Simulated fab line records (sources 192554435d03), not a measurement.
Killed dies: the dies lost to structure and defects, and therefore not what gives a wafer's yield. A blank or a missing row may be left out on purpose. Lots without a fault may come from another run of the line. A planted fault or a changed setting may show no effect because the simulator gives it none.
Matching of chambers -- flow n5_finfet -- N5_BEOL_M9_PECVD_70 on pecvd-02: 3 sister chambers
The step deposits SiO2 from TEOS/O2, target thk 20 nm, time 22.7 s. 3 wafers are shown with their chamber, then 9 later ones without.

## WAFERS, EACH WITH ITS CHAMBER
wafer,chamber,showerhead_plenum_p_Torr (Torr)
L082.1,2,8.75
L082.5,1,8.79
L082.6,0,8.84

## WAFERS MISSING THEIR CHAMBER
wafer,showerhead_plenum_p_Torr (Torr)
L086.1,8.82
L086.4,8.73
L086.5,8.77
L091.2,8.78
L091.3,8.85
L091.4,8.83
L097.1,8.83
L097.2,8.79
L097.5,8.82

## WHICH CHAMBER EACH ONE RAN IN
wafer,from the rows above,in truth
L086.1,can't be placed: 0 or 1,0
L086.4,2,2
L086.5,can't be placed: 1 or 2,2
L091.2,can't be placed: 1 or 2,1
L091.3,0,0
L091.4,0,0
L097.1,0,0
L097.2,1,1
L097.5,can't be placed: 0 or 1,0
5 of 9 placed correctly. Not placeable from these rows: 4 (in 4, the candidates include the true chamber). Number placed wrongly: 0.
How it was worked out, from the rows above alone: a wafer's distance from a chamber is the root of the sum, over the readings, of the square of ((its reading less the chamber's mean) divided by the reading's scatter). If the next closest chamber is less than 2 further off than the closest, the wafer can't be placed; otherwise it belongs to the closest. For every chamber, the mean is computed from those of its wafers that are shown. The scatter: root of mean squared gap, hidden wafer to nearest shown wafer, with one shown wafer a chamber.
